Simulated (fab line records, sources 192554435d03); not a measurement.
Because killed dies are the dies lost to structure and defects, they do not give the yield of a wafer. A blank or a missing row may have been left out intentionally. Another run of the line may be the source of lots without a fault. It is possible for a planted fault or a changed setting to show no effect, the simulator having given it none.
fab line records ; flow n5Finfet ; part 1 of 2: steps 1 to 22 of 31
[record] lots = 5; wafers = 15; lastDay = 17
route steps=1938 shown BEOL_M12@1627
lots that met no fault: from a run of the same line without faults
startH: hours from the record's first day to the start of the lot's first wafer shown ; waitH: time in hours since the lot's previous step ; " the same as in the row above ; L1.1+2: several wafers, shown together as one row ; - no value present, or no start provided ; * or withheld: withheld ; < > ~ a bound
route shown NAME@n: names a module that has steps shown in the file, with the first one's number in the route ; usual: average and standard deviation across the fault-free wafers ; same: alike in all rows ; chamber/n: place in a boat ; sites: per-site readings ; _std_site: the values' standard deviation ; _edge_site: outer sites' mean less inner sites' ; radiusMm: for every site, how far away it sits from the centre of the wafer ; mask NAME#n: copy n ; behind: the last tool/chamber to shape the wafer ; hold: reason for holding the lot/hours on hold/outcome of the hold ; device: the n, p or np transistor that did not switch ; end of line: tests of these same wafers at the route's end ; for a step that has no rows: nothing shown but its recipe ; killed: the dies lost at the first sort to structure and to defects; this is not the yield of the wafer ; map: the dies of a wafer, with x for killed, . for not killed, _ for no die there
set.NAME: the setting as run; set.NAME@STEP: as run at that earlier step ; model.NAME: the simulator's own value behind a step, which no gauge read
lots seen at some steps along the route; tables by step, rows by wafer
services: the hour from which a tool's chamber was out of use, counted from the record's first day as startH (under 0 if before that day), plus the number of hours and why
[[steps]]
[step N5_BEOL_M12_SOFTBAKE_23]
[recipe] tempC = 130; timeS = 60
lot.wafer;tool;chamber;startH;waitH
L075.2+4+5;lithoTrack-05;0;-;-
L080.2+3+5;lithoTrack-04;0;-;-
L079.1+3+6;lithoTrack-01;0;-;-
L081.1+2+6;lithoTrack-04;0;-;-
L094.2+3+5;lithoTrack-05;0;-;-
[step N5_BEOL_M12_EXPOSE_25]
[recipe] maskId = M12; na = 0.93; sourceShape = conventional; sigmaOuter = 0.4; polarization = unpolarized; doseMj = 21.8
[usual] focusOffsetNm = 0.0/0.61; stageVelMmS = 500.01/0.24
lot.wafer;tool;chamber;startH;waitH;mask;focusOffsetNm;stageVelMmS
L075.2;krfScanner-02;0;232.08;-;M12#0;-0.2;499.92
L075.4;krfScanner-02;0;232.08;-;M12#0;-0.1;500.09
L075.5;krfScanner-02;0;232.08;-;M12#0;0.7;500.22
L080.2;krfScanner-01;0;260.88;-;M12#0;-0.7;499.95
L080.3;krfScanner-01;0;260.88;-;M12#0;-0.6;499.97
L080.5;krfScanner-01;0;260.88;-;M12#0;-0.3;500.00
L079.1;krfScanner-02;0;262.18;-;M12#0;-0.3;499.89
L079.3;krfScanner-02;0;262.18;-;M12#0;-0.2;499.86
L079.6;krfScanner-02;0;262.18;-;M12#0;-0.2;499.56
L081.1;krfScanner-02;0;264.40;-;M12#0;0.9;499.93
L081.2;krfScanner-02;0;264.40;-;M12#0;0.2;500.34
L081.6;krfScanner-02;0;264.40;-;M12#0;1.2;499.60
L094.2;krfScanner-02;0;364.69;-;M12#0;-0.4;500.39
L094.3;krfScanner-02;0;364.69;-;M12#0;0.9;500.11
L094.5;krfScanner-02;0;364.69;-;M12#0;0.9;500.35
[step N5_BEOL_M12_PEB_26]
[recipe] pebTempC = 130; pebTimeS = 90
lot.wafer;tool;chamber;startH;waitH
L075.2+4+5;lithoTrack-05;0;232.14;0.0
L080.2+3+5;lithoTrack-01;0;260.93;0.0
L079.1+3+6;lithoTrack-05;0;262.24;0.1
L081.1+2+6;lithoTrack-05;0;264.46;0.1
L094.2+3+5;lithoTrack-04;0;364.74;0.0
[step N5_BEOL_M12_DEVELOP_27]
[recipe] developTimeS = 45; rinseLiquid = diw; dry = airSpin; devTempC = 21
lot.wafer;tool;chamber;startH;waitH
L075.2+4+5;lithoTrack-05;0;-;-
L080.2+3+5;lithoTrack-01;0;-;-
L079.1+3+6;lithoTrack-05;0;-;-
L081.1+2+6;lithoTrack-05;0;-;-
L094.2+3+5;lithoTrack-04;0;-;-
[step N5_BEOL_M12_HARDBAKE_32]
[recipe] tempC = 130; timeS = 120
lot.wafer;tool;chamber;startH;waitH
L075.2+4+5;lithoTrack-05;0;-;-
L080.2+3+5;lithoTrack-01;0;-;-
L079.1+3+6;lithoTrack-05;0;-;-
L081.1+2+6;lithoTrack-05;0;-;-
L094.2+3+5;lithoTrack-04;0;-;-
[step N5_BEOL_M12_CD_MEAS_28]
[recipe] targetCdNm = 160.2; landingEnergyEv = 500; detector = seInlens; polarity = opening
[usual] cdNm = 160.7/1.3
lot.wafer;tool;chamber;startH;waitH;cdNm
L075.2;cdSem-02;0;232.25;-;161.1
L075.4;cdSem-02;0;232.25;-;162.2
L075.5;cdSem-02;0;232.25;-;160.4
L080.2;cdSem-03;0;261.05;-;158.9
L080.3;cdSem-03;0;261.05;-;158.6
L080.5;cdSem-03;0;261.05;-;159.4
L079.1;cdSem-03;0;262.35;-;160.8
L079.3;cdSem-03;0;262.35;-;161.9
L079.6;cdSem-03;0;262.35;-;161.5
L081.1;cdSem-03;0;264.57;-;159.2
L081.2;cdSem-03;0;264.57;-;158.4
L081.6;cdSem-03;0;264.57;-;159.4
L094.2;cdSem-02;0;364.85;-;158.0
L094.3;cdSem-02;0;364.85;-;157.7
L094.5;cdSem-02;0;364.85;-;160.0
[step N5_BEOL_M12_OVL_MEAS_29]
[recipe] pointsPerWafer = 44
[usual] M12_OVL = -2/5.2
[same] pointsPerWafer = 44
lot.wafer;tool;chamber;startH;waitH;M12_OVL[nm]
L075.2;overlay-01;0;232.28;0.0;0
L075.4;overlay-01;0;232.28;0.0;-7
L075.5;overlay-01;0;232.28;0.0;-7
L080.2;overlay-02;0;261.08;0.0;-10
L080.3;overlay-02;0;261.08;0.0;-5
L080.5;overlay-02;0;261.08;0.0;-2
L079.1;overlay-01;0;262.38;0.0;-2
L079.3;overlay-01;0;262.38;0.0;1
L079.6;overlay-01;0;262.38;0.0;-6
L081.1;overlay-01;0;264.60;0.0;-6
L081.2;overlay-01;0;264.60;0.0;-15
L081.6;overlay-01;0;264.60;0.0;-18
L094.2;overlay-01;0;364.88;0.0;-6
L094.3;overlay-01;0;364.88;0.0;-1
L094.5;overlay-01;0;364.88;0.0;2
[step N5_BEOL_M12_INSPECT_30]
[recipe] mode = adi; inspectInstrument = macro
[usual] rawDefectCount = 2.0/1.5
lot.wafer;tool;chamber;startH;waitH;rawDefectCount
L075.2;defectInspect-01;-;232.30;0.0;7
L075.4;defectInspect-01;-;232.30;0.0;2
L075.5;defectInspect-01;-;232.30;0.0;3
L080.2;defectInspect-02;-;261.10;0.0;2
L080.3;defectInspect-02;-;261.10;0.0;2
L080.5;defectInspect-02;-;261.10;0.0;1
L079.1;defectInspect-02;-;262.41;0.0;3
L079.3;defectInspect-02;-;262.41;0.0;2
L079.6;defectInspect-02;-;262.41;0.0;2
L081.1;defectInspect-02;-;264.62;0.0;3
L081.2;defectInspect-02;-;264.62;0.0;0
L081.6;defectInspect-02;-;264.62;0.0;1
L094.2;defectInspect-02;-;364.91;0.0;1
L094.3;defectInspect-02;-;364.91;0.0;3
L094.5;defectInspect-02;-;364.91;0.0;2
[step N5_BEOL_M12_DESCUM_33]
[recipe] chemistry = O2; timeS = 7.9; sourcePowerW = 50; biasPowerW = 20; pressureMtorr = 20; rfFrequencyHz = 2.712e+07; tempC = 40; o2FlowSccm = 225
[usual] chamberPressureMTorr = 19.998/0.022; drypumpMotorCurrentA = 5.8/0.31; oesProductAu = 0.78/0.088; rfVppV = 243.2/1.3; showerheadPlenumPTorr = 2.11/0.071; throttleValvePct = 20.44/0.27
lot.wafer;tool;chamber;startH;waitH;chamberPressureMTorr;drypumpMotorCurrentA;oesProductAu;rfHoursCounterH;rfVppV;showerheadPlenumPTorr;throttleValvePct
L075.2;rieDiel-03;2;232.37;0.1;19.977;5.7;0.85;66;244.2;2.22;20.14
L075.4;rieDiel-03;2;232.37;0.1;19.989;5.7;0.87;-;243.5;2.21;20.16
L075.5;rieDiel-03;1;232.37;0.1;20.007;5.5;0.73;-;242.3;2.00;20.02
L080.2;rieDiel-05;1;261.18;0.1;20.000;5.5;0.68;216;244.8;2.16;20.57
L080.3;rieDiel-05;3;261.18;0.1;19.998;5.8;0.81;85;242.4;2.03;20.40
L080.5;rieDiel-05;1;261.18;0.1;20.054;5.5;0.68;-;242.8;2.16;20.56
L079.1;rieDiel-04;0;262.44;0.0;20.005;6.3;1.01;2;243.4;2.16;20.26
L079.3;rieDiel-04;3;262.44;0.0;19.999;6.2;0.73;210;242.3;2.07;20.72
L079.6;rieDiel-04;2;262.44;0.0;20.006;6.1;0.73;-;243.7;2.07;20.80
L081.1;rieDiel-05;1;264.66;0.0;19.995;5.5;0.68;218;243.3;2.16;20.58
L081.2;rieDiel-05;3;264.66;0.0;20.000;5.9;0.81;86;241.4;2.03;20.43
L081.6;rieDiel-05;3;264.66;0.0;20.021;5.8;0.81;-;242.9;2.03;20.40
L094.2;rieDiel-03;2;364.94;0.0;20.015;5.8;0.81;117;244.9;2.20;20.24
L094.3;rieDiel-03;0;364.94;0.0;20.017;5.7;0.89;42;242.4;2.14;20.45
L094.5;rieDiel-03;1;364.94;0.0;19.989;5.4;0.69;-;241.9;1.98;20.11
[step N5_BEOL_M12_ETCH_67]
[recipe] chemistry = CF4; target = SiARC; targetDepthA = 1430; timeS = 238.3; ionEnergyEv = 80; pressureMtorr = 40; sourceW = 545; biasW = 36; Ar_flow_sccm = 100; cf4FlowSccm = 100; ends = cleared
[usual] chamberPressureMTorr = 40.00/0.032; drypumpMotorCurrentA = 5.8/0.32; etchRfOnTimeS = 237/4.1; oesProductAu = 0.67/0.075; rfVppV = 184.2/1.1; showerheadPlenumPTorr = 2.15/0.068; throttleValvePct = 15.62/0.28
lot.wafer;tool;chamber;startH;waitH;chamberPressureMTorr;drypumpMotorCurrentA;etchRfOnTimeS;oesProductAu;rfHoursCounterH;rfVppV;showerheadPlenumPTorr;throttleValvePct
L075.2;rieDiel-03;2;232.41;0.0;39.98;5.7;234;0.73;66;185.9;2.25;15.32
L075.4;rieDiel-03;2;232.41;0.0;39.98;5.7;235;0.73;-;184.7;2.25;15.31
L075.5;rieDiel-03;1;232.41;0.0;40.05;5.4;235;0.62;-;182.1;2.04;15.28
L080.2;rieDiel-05;1;261.21;0.0;39.98;5.5;244;0.58;216;185.1;2.20;15.77
L080.3;rieDiel-05;3;261.21;0.0;40.07;5.8;234;0.69;85;183.5;2.08;15.54
L080.5;rieDiel-05;1;261.21;0.0;40.01;5.5;243;0.58;-;185.4;2.20;15.77
L079.1;rieDiel-04;0;262.48;0.0;40.03;6.3;232;0.86;2;184.6;2.19;15.29
L079.3;rieDiel-04;3;262.48;0.0;39.97;6.2;233;0.63;210;184.3;2.13;15.99
L079.6;rieDiel-04;2;262.48;0.0;40.03;6.1;240;0.63;-;182.8;2.12;16.04
L081.1;rieDiel-05;1;264.69;0.0;39.99;5.5;241;0.59;218;185.6;2.20;15.78
L081.2;rieDiel-05;3;264.69;0.0;39.98;5.8;230;0.70;86;183.9;2.08;15.54
L081.6;rieDiel-05;3;264.69;0.0;40.00;5.8;231;0.69;-;182.7;2.08;15.52
L094.2;rieDiel-03;2;364.98;0.0;40.00;5.8;234;0.68;117;186.4;2.24;15.40
L094.3;rieDiel-03;0;364.98;0.0;39.98;5.6;235;0.77;42;184.2;2.18;15.53
L094.5;rieDiel-03;1;364.98;0.0;40.01;5.4;236;0.59;-;182.6;2.03;15.37
[step N5_BEOL_M12_ETCH_68]
[recipe] chemistry = N2/H2; target = SOC; maskMaterial = SiARC; sourceW = 3000; biasW = 350; tempC = 40; timeS = 285; ionEnergyEv = 200; pressureMtorr = 30; n2FlowSccm = 200; h2FlowSccm = 200
[usual] chamberPressureMTorr = 30.002/0.026; drypumpMotorCurrentA = 5.8/0.31; oesProductAu = 0.78/0.089; rfVppV = 524.2/2.5; showerheadPlenumPTorr = 2.56/0.085; throttleValvePct = 17.8/0.3
lot.wafer;tool;chamber;startH;waitH;chamberPressureMTorr;drypumpMotorCurrentA;oesProductAu;rfHoursCounterH;rfVppV;showerheadPlenumPTorr;throttleValvePct
L075.2;rieDiel-03;2;232.56;0.1;30.043;5.8;0.86;66;528.2;2.68;17.4
L075.4;rieDiel-03;2;232.56;0.1;29.999;5.8;0.86;-;528.3;2.68;17.4
L075.5;rieDiel-03;1;232.56;0.1;30.014;5.5;0.72;-;521.1;2.42;17.4
L080.2;rieDiel-05;1;261.36;0.1;29.999;5.5;0.67;216;526.3;2.63;18.0
L080.3;rieDiel-05;3;261.36;0.1;29.989;5.8;0.80;85;521.1;2.45;17.6
L080.5;rieDiel-05;1;261.36;0.1;29.995;5.5;0.68;-;526.2;2.63;18.0
L079.1;rieDiel-04;0;262.62;0.1;30.023;6.3;1.01;2;525.2;2.61;17.5
L079.3;rieDiel-04;3;262.62;0.1;30.006;6.2;0.73;210;522.5;2.52;18.1
L079.6;rieDiel-04;2;262.62;0.1;30.007;6.1;0.72;-;522.9;2.53;18.3
L081.1;rieDiel-05;1;264.84;0.1;29.981;5.5;0.68;218;527.5;2.63;18.0
L081.2;rieDiel-05;3;264.84;0.1;29.989;5.8;0.81;86;521.9;2.45;17.6
L081.6;rieDiel-05;3;264.84;0.1;30.039;5.8;0.81;-;520.8;2.45;17.6
L094.2;rieDiel-03;2;365.12;0.1;29.989;5.7;0.80;117;526.3;2.66;17.5
L094.3;rieDiel-03;0;365.12;0.1;30.023;5.7;0.89;42;523.8;2.59;17.7
L094.5;rieDiel-03;1;365.12;0.1;30.018;5.5;0.69;-;518.9;2.40;17.5
[step N5_BEOL_M12_STRIP_69]
[recipe] chemistry = N2/H2; tempC = 40; n2FlowSccm = 200; h2FlowSccm = 200; rfFrequencyHz = 6e+07
lot.wafer;tool;chamber;startH;waitH
L075.2+4+5;rieDiel-03;2,2,1;232.73;0.1
L080.2+3+5;rieDiel-05;1,3,1;261.53;0.1
L079.1+3+6;rieDiel-04;0,3,2;262.79;0.1
L081.1+2+6;rieDiel-05;1,3,3;265.01;0.1
L094.2+3+5;rieDiel-03;2,0,1;365.29;0.1
[step N5_BEOL_M12_TRENCH_ETCH_34]
[recipe] chemistry = C4F8/O2/Ar; target = SiOC; targetDepthA = 3189.5; maskMaterial = SOC; pressureMtorr = 30; sourceW = 3000; biasW = 700; Ar_flow_sccm = 400; C4F8_flow_sccm = 15; O2_flow_sccm = 8; heInnerTorr = 15; heOuterTorr = 30; timeS = 125.5; ionEnergyEv = 250
[usual] chamberPressureMTorr = 30.000/0.026; drypumpMotorCurrentA = 5.8/0.31; oesProductAu = 0.78/0.087; rfVppV = 666/3.1; showerheadPlenumPTorr = 3.43/0.11; throttleValvePct = 24.16/0.26
lot.wafer;tool;chamber;startH;waitH;chamberPressureMTorr;drypumpMotorCurrentA;oesProductAu;rfHoursCounterH;rfVppV;showerheadPlenumPTorr;throttleValvePct
L075.2;rieDiel-03;2;232.74;0.0;29.987;5.8;0.87;66;671;3.59;23.89
L075.4;rieDiel-03;2;232.74;0.0;29.969;5.8;0.86;-;671;3.59;23.87
L075.5;rieDiel-03;1;232.74;0.0;30.030;5.4;0.73;-;660;3.27;23.73
L080.2;rieDiel-05;1;261.54;0.0;29.964;5.5;0.68;217;669;3.51;24.25
L080.3;rieDiel-05;3;261.54;0.0;30.040;5.8;0.81;85;662;3.32;24.15
L080.5;rieDiel-05;1;261.54;0.0;30.023;5.5;0.68;-;668;3.51;24.25
L079.1;rieDiel-04;0;262.80;0.0;29.993;6.3;1.01;2;667;3.49;23.91
L079.3;rieDiel-04;3;262.80;0.0;29.979;6.3;0.73;210;664;3.38;24.48
L079.6;rieDiel-04;2;262.80;0.0;29.992;6.1;0.73;-;664;3.37;24.56
L081.1;rieDiel-05;1;265.02;0.0;30.004;5.5;0.68;218;668;3.50;24.25
L081.2;rieDiel-05;3;265.02;0.0;30.045;5.8;0.81;87;661;3.32;24.17
L081.6;rieDiel-05;3;265.02;0.0;30.052;5.8;0.81;-;663;3.32;24.15
L094.2;rieDiel-03;2;365.30;0.0;29.986;5.8;0.81;117;671;3.57;23.96
L094.3;rieDiel-03;0;365.30;0.0;30.012;5.6;0.89;42;667;3.47;24.19
L094.5;rieDiel-03;1;365.30;0.0;30.000;5.4;0.70;-;661;3.24;23.79
[step N5_BEOL_M12_STRIP_70]
[recipe] chemistry = C4F8/O2/Ar; resist = SiARC; rfFrequencyHz = 6e+07
lot.wafer;tool;chamber;startH;waitH
L075.2+4+5;rieDiel-03;2,2,1;232.85;0.1
L080.2+3+5;rieDiel-05;1,3,1;261.66;0.1
L079.1+3+6;rieDiel-04;0,3,2;262.92;0.1
L081.1+2+6;rieDiel-05;1,3,3;265.14;0.1
L094.2+3+5;rieDiel-03;2,0,1;365.42;0.1
[step N5_BEOL_M12_OCD_MEAS_35]
[usual] trenchDepthNm = 320/3.9
lot.wafer;tool;chamber;startH;waitH;trenchDepthNm
L075.2;ocd-02;-;232.89;0.0;326
L075.4;ocd-02;-;232.89;0.0;325
L075.5;ocd-02;-;232.89;0.0;320
L080.2;ocd-01;-;261.70;0.0;312
L080.3;ocd-01;-;261.70;0.0;323
L080.5;ocd-01;-;261.70;0.0;310
L079.1;ocd-01;-;262.96;0.0;324
L079.3;ocd-01;-;262.96;0.0;320
L079.6;ocd-01;-;262.96;0.0;317
L081.1;ocd-02;-;265.18;0.0;313
L081.2;ocd-02;-;265.18;0.0;323
L081.6;ocd-02;-;265.18;0.0;323
L094.2;ocd-02;-;365.46;0.0;324
L094.3;ocd-02;-;365.46;0.0;324
L094.5;ocd-02;-;365.46;0.0;317
[step N5_BEOL_M12_STRIP_37]
[recipe] chemistry = N2/H2; powerW = 1000; tempC = 250; h2Frac = 0.65; overashFraction = 0.3; pressureMtorr = withheld; n2FlowSccm = 1750; h2FlowSccm = 3250
[usual] drypumpMotorCurrentA = 5.66/0.22; heaterPowerW = 348/25; oesProductAu = 0.791/0.011
lot.wafer;tool;chamber;startH;waitH;drypumpMotorCurrentA;heaterPowerW;oesProductAu;rfHoursCounterH
L075.2;plasmaAsher-01;0;232.93;0.0;5.82;360;0.783;123
L075.4;plasmaAsher-01;1;232.93;0.0;5.75;347;0.798;-
L075.5;plasmaAsher-01;0;232.93;0.0;5.83;365;0.793;-
L080.2;plasmaAsher-01;0;261.74;0.0;5.83;352;0.774;129
L080.3;plasmaAsher-01;0;261.74;0.0;5.83;355;0.793;-
L080.5;plasmaAsher-01;1;261.74;0.0;5.75;346;0.785;-
L079.1;plasmaAsher-02;0;263.00;0.0;5.23;392;0.785;68
L079.3;plasmaAsher-02;1;263.00;0.0;5.65;308;0.794;-
L079.6;plasmaAsher-02;0;263.00;0.0;5.23;390;0.774;-
L081.1;plasmaAsher-01;0;265.22;0.0;5.82;360;0.781;130
L081.2;plasmaAsher-01;1;265.22;0.0;5.75;347;0.802;130
L081.6;plasmaAsher-01;1;265.22;0.0;5.76;339;0.791;-
L094.2;plasmaAsher-02;0;365.50;0.0;5.22;370;0.803;87
L094.3;plasmaAsher-02;0;365.50;0.0;5.21;388;0.774;-
L094.5;plasmaAsher-02;0;365.50;0.0;5.21;392;0.765;-
[step N5_BEOL_M12_ETCH_38]
[recipe] chemistry = CF4/N2; target = SiCN; targetDepthA = 687; taperDeg = 2; timeS = 73.4; ionEnergyEv = 150; maskMaterial = SiO2; pressureMtorr = 40; sourceW = 430; biasW = 70; Ar_flow_sccm = 100; cf4FlowSccm = 60; n2FlowSccm = 60
[usual] chamberPressureMTorr = 40.00/0.042; drypumpMotorCurrentA = 5.8/0.34; oesProductAu = 0.80/0.099; rfVppV = 382.8/1.7; showerheadPlenumPTorr = 2.22/0.066; throttleValvePct = 15.45/0.28
lot.wafer;tool;chamber;startH;waitH;chamberPressureMTorr;drypumpMotorCurrentA;oesProductAu;rfHoursCounterH;rfVppV;showerheadPlenumPTorr;throttleValvePct
L075.2;rieDiel-05;0;235.66;-;39.98;5.7;0.84;55;385.9;2.33;15.13
L075.4;rieDiel-05;3;235.66;-;40.03;5.8;0.82;74;381.5;2.14;15.32
L075.5;rieDiel-05;3;235.66;-;39.95;5.8;0.82;-;381.1;2.14;15.32
L080.2;rieDiel-03;3;268.38;-;39.97;5.5;0.70;212;380.8;2.18;15.83
L080.3;rieDiel-03;2;268.38;-;39.99;5.8;0.84;80;386.7;2.32;15.18
L080.5;rieDiel-03;1;268.38;-;40.03;5.4;0.73;-;379.3;2.10;15.14
L079.1;rieDiel-03;0;268.72;-;39.97;5.7;0.98;7;384.3;2.26;15.29
L079.3;rieDiel-03;2;268.72;-;39.99;5.8;0.84;80;385.7;2.32;15.16
L079.6;rieDiel-03;0;268.72;-;40.02;5.7;0.98;-;384.0;2.26;15.27
L081.1;rieDiel-04;1;269.34;-;39.99;6.4;0.92;22;383.3;2.26;15.36
L081.2;rieDiel-04;3;269.34;-;40.01;6.2;0.72;211;382.0;2.19;15.83
L081.6;rieDiel-04;1;269.34;-;40.04;6.5;0.92;-;382.8;2.26;15.38
L094.2;rieDiel-04;0;366.30;-;40.01;6.3;0.91;30;384.3;2.25;15.18
L094.3;rieDiel-04;2;366.30;-;40.00;6.0;0.69;233;381.5;2.17;15.95
L094.5;rieDiel-04;2;366.30;-;39.98;6.1;0.69;-;382.2;2.17;15.93
[step N5_BEOL_M12_PRECLEAN_39]
[recipe] chemistry = residueRemover; timeS = 60; tempC = 40
lot.wafer;tool;chamber;startH;waitH
L075.2+4+5;wetBench-01;3,2,4;235.79;0.1
L080.2+3+5;wetBench-05;2,1,4;268.51;0.1
L079.1+3+6;wetBench-05;5,4,7;268.85;0.1
L081.1+2+6;wetBench-05;3,2,4;269.47;0.1
L094.2+3+5;wetBench-02;2,1,7;366.43;0.1
[step N5_BEOL_M12_SRD_40]
[recipe] timeS = 30; tempC = 23; rinseLiquid = diw; dry = n2Spin; spinRpm = 1500; dryTimeS = 30
[usual] doSupplyPpb = 9.99/0.099
lot.wafer;tool;chamber;startH;waitH;doSupplyPpb
L075.2;wetBench-01;3;235.81;0.0;9.89
L075.4;wetBench-01;2;235.81;0.0;10.02
L075.5;wetBench-01;4;235.81;0.0;10.04
L080.2;wetBench-05;2;268.53;0.0;10.10
L080.3;wetBench-05;1;268.53;0.0;10.08
L080.5;wetBench-05;4;268.53;0.0;10.07
L079.1;wetBench-05;5;268.87;0.0;10.00
L079.3;wetBench-05;4;268.87;0.0;9.89
L079.6;wetBench-05;7;268.87;0.0;10.08
L081.1;wetBench-05;3;269.49;0.0;9.90
L081.2;wetBench-05;2;269.49;0.0;9.93
L081.6;wetBench-05;4;269.49;0.0;10.10
L094.2;wetBench-02;2;366.45;0.0;9.93
L094.3;wetBench-02;1;366.45;0.0;9.96
L094.5;wetBench-02;7;366.45;0.0;9.91
[step N5_BEOL_M12_DEGAS_41]
[recipe] ambient = vacuum; tempC = 250; timeS = 60
[usual] heaterPowerW = 351/30
lot.wafer;tool;chamber;startH;waitH;heaterPowerW
L075.2;pvdSputter-02;-;236.15;0.3;431
L075.4;pvdSputter-02;-;236.15;0.3;365
L075.5;pvdSputter-02;-;236.15;0.3;438
L080.2;pvdSputter-02;-;268.83;0.3;348
L080.3;pvdSputter-02;-;268.83;0.3;320
L080.5;pvdSputter-02;-;268.83;0.3;367
L079.1;pvdSputter-02;-;269.27;0.4;432
L079.3;pvdSputter-02;-;269.27;0.4;354
L079.6;pvdSputter-02;-;269.27;0.4;364
L081.1;pvdSputter-01;-;269.54;0.0;350
L081.2;pvdSputter-01;-;269.54;0.0;333
L081.6;pvdSputter-01;-;269.54;0.0;342
L094.2;pvdSputter-03;-;366.77;0.3;341
L094.3;pvdSputter-03;-;366.77;0.3;328
L094.5;pvdSputter-03;-;366.77;0.3;320
[step N5_BEOL_M12_PRE_CLEAN_42]
[recipe] gas = H2/He; timeS = 30; tempC = 250
[usual] heaterPowerW = 350/30
lot.wafer;tool;chamber;startH;waitH;heaterPowerW
L075.2;pvdSputter-02;-;236.19;0.0;423
L075.4;pvdSputter-02;-;236.19;0.0;369
L075.5;pvdSputter-02;-;236.19;0.0;432
L080.2;pvdSputter-02;-;268.87;0.0;357
L080.3;pvdSputter-02;-;268.87;0.0;309
L080.5;pvdSputter-02;-;268.87;0.0;364
L079.1;pvdSputter-02;-;269.31;0.0;438
L079.3;pvdSputter-02;-;269.31;0.0;344
L079.6;pvdSputter-02;-;269.31;0.0;362
L081.1;pvdSputter-01;-;269.58;0.0;341
L081.2;pvdSputter-01;-;269.58;0.0;343
L081.6;pvdSputter-01;-;269.58;0.0;343
L094.2;pvdSputter-03;-;366.81;0.0;347
L094.3;pvdSputter-03;-;366.81;0.0;311
L094.5;pvdSputter-03;-;366.81;0.0;326
[step N5_BEOL_M12_SPUTTER_43]
[recipe] material = TaN; targetThkA = 150; tempC = 50; biasV = 168.6; powerW = 15000; chamberPressurePa = 0.12; timeS = 24.19
[usual] throttleValvePct = 30.0/0.94
lot.wafer;tool;chamber;startH;waitH;throttleValvePct
L075.2;pvdSputter-02;-;236.23;0.0;29.7
L075.4;pvdSputter-02;-;236.23;0.0;29.0
L075.5;pvdSputter-02;-;236.23;0.0;30.1
L080.2;pvdSputter-02;-;268.91;0.0;29.0
L080.3;pvdSputter-02;-;268.91;0.0;29.1
L080.5;pvdSputter-02;-;268.91;0.0;29.3
L079.1;pvdSputter-02;-;269.35;0.0;29.9
L079.3;pvdSputter-02;-;269.35;0.0;28.7
L079.6;pvdSputter-02;-;269.35;0.0;29.4
L081.1;pvdSputter-01;-;269.62;0.0;31.8
L081.2;pvdSputter-01;-;269.62;0.0;30.1
L081.6;pvdSputter-01;-;269.62;0.0;31.8
L094.2;pvdSputter-03;-;366.85;0.0;29.2
L094.3;pvdSputter-03;-;366.85;0.0;30.1
L094.5;pvdSputter-03;-;366.85;0.0;30.2
